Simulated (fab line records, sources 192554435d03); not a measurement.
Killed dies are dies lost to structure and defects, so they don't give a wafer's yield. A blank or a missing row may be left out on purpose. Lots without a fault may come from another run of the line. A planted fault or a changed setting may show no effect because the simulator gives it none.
A struck lot beside a sound one | flow n5_finfet | 16 steps out of a route of 1938
Sound: wafers L173.1, L173.2, L173.4. Struck: wafers L166.2, L166.3, L166.6. The cause comes at the end.
At each step with rows: each side's tool, then ch and its chambers, then its first start. Under that, the readings that differ: sound wafers | struck wafers | difference of the means | sigmas: that difference in standard deviations of wafers without a fault.
alike: readings whose means differ by less than 2 such deviations, and words and numbers that are the same on both sides. not compared: withheld readings, readings that some wafer has no value for, bounds like >300 that may hide the same value, and numbers for which the record gives no deviation and whose values overlap.
The two part at a step that has a row with sigmas, a row that says differs or no value, or rows on one side only. Numbers that don't overlap but have no deviation are shown without sigmas and don't part them. A reading that every wafer of one side lacks parts them only if that side has two wafers or more.

first, 8 steps without rows for these wafers: N5_BEOL_M9_COAT_64 (time 60 s, resist thk 12 nm); N5_BEOL_M9_COAT_75 (time 60 s, resist thk 5 nm); N5_BEOL_M9_COAT_22 (resist thk 30 nm); N5_BEOL_M9_EBR_24; N5_BEOL_M9_SOFTBAKE_23 (time 60 s); N5_BEOL_M9_EXPOSE_25 (exposes mask V8); N5_BEOL_M9_PEB_26 (peb time 60 s); N5_BEOL_M9_DEVELOP_27 (develop time 30 s).
N5_BEOL_M9_CD_MEAS_28: target cd 70 nm.
  sound on cd_sem-02 ch 0, day 13 07:19; struck on cd_sem-02 ch 0, day 11 04:54
  alike: cd_nm
N5_BEOL_M9_OVL_MEAS_29:
  sound on overlay-01 ch 0, day 13 07:22; struck on overlay-01 ch 0, day 11 04:56
  alike: V8_OVL
N5_BEOL_M9_INSPECT_30: inspects for defects (brightfield).
  sound on defect_inspect-01, day 13 07:25; struck on defect_inspect-02, day 11 04:59
  alike: raw_defect_count
N5_BEOL_M9_DESCUM_33: chemistry O2, time 7 s.
  sound on rie_diel-01 ch 0,2,3, day 13 07:33; struck on rie_diel-04 ch 1,2,3, day 11 05:01
  alike: drypump_motor_current_A, oes_product_au, rf_vpp_V, showerhead_plenum_p_Torr, throttle_valve_pct
  not compared: rf_hours_counter_h
N5_BEOL_M9_ETCH_76: etches underlayer in N2/H2, target depth 6.5 nm, time 5.2 s.
  sound on rie_diel-01 ch 0,2,3, day 13 07:35; struck on rie_diel-04 ch 1,2,3, day 11 05:04
  no value came back on the struck wafers for any of 9 readings (bias_w (W), chamber_pressure_mTorr (mTorr) and others); on the sound wafers bias_w (W) reads 149.8 150.8 150.1
  reading                                      | sound          | struck   | difference | sigmas
  model.CAR-EUV_of_BEOL_M9_COAT_22.thk_nm (nm) | 20.4 20.4 20.6 | 26 26 26 | +6         |
N5_BEOL_M9_ETCH_65: etches SiARC in CF4, target depth 15.6 nm, time 26 s.
  sound on rie_diel-01 ch 0,2,3, day 13 07:36; struck on rie_diel-04 ch 1,2,3, day 11 05:04
  reading                                      | sound          | struck         | difference | sigmas
  showerhead_plenum_p_Torr (Torr)              | 2.19 2.07 2.14 | 2.26 2.28 2.27 | +0.14      | +2
  model.CAR-EUV_of_BEOL_M9_COAT_22.thk_nm (nm) | 11.2 11.2 11.2 | 16.8 16.8 16.8 | +5.6       |
  alike: bias_w, cf4_flow_sccm, drypump_motor_current_A, etch_rf_on_time_s, oes_product_au, rf_vpp_V, throttle_valve_pct
  not compared: rf_hours_counter_h
N5_BEOL_M9_ETCH_66: etches SOC in N2/H2, target depth 80 nm, overetch 16 nm, time 120 s.
  sound on rie_diel-01 ch 0,2,3, day 13 07:38; struck on rie_diel-04 ch 1,2,3, day 11 05:06
  alike: bias_w, chamber_pressure_mTorr, drypump_motor_current_A, oes_product_au, rf_vpp_V, showerhead_plenum_p_Torr, throttle_valve_pct
  not compared: rf_hours_counter_h
-- the record jumps here: 3 days lie between the struck wafers' starts before and after (it left off in module BEOL_M9 and takes up again in module PASSIVATION, whose first step shown is number 1936 of the route) --
N5_PASSIVATION_PROBE_49:
  sound on prober-01, day 15 20:52; struck on prober-02, day 13 21:55
  alike: defect_limited_yield, killed_at_M0_to_M3, killed_at_M4_up, killed_at_contacts, killed_at_front_end, killed_at_other, killed_dies, killed_open, killed_short, sort_bin_4_leakage, sort_bin_5_function, sort_bin_6_memory, sort_n_pass, sort_yield_pct

WHERE THEY PART
First at N5_BEOL_M9_ETCH_76; last, within this record, at N5_BEOL_M9_ETCH_65. Later steps at which nothing parts them and some readings are alike: N5_BEOL_M9_ETCH_66, N5_PASSIVATION_PROBE_49.

WHY: what the simulator had put in
Skipped step whole: rie_diel-04, from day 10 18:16 on, at N5_BEOL_M9_ETCH_76. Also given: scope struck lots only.
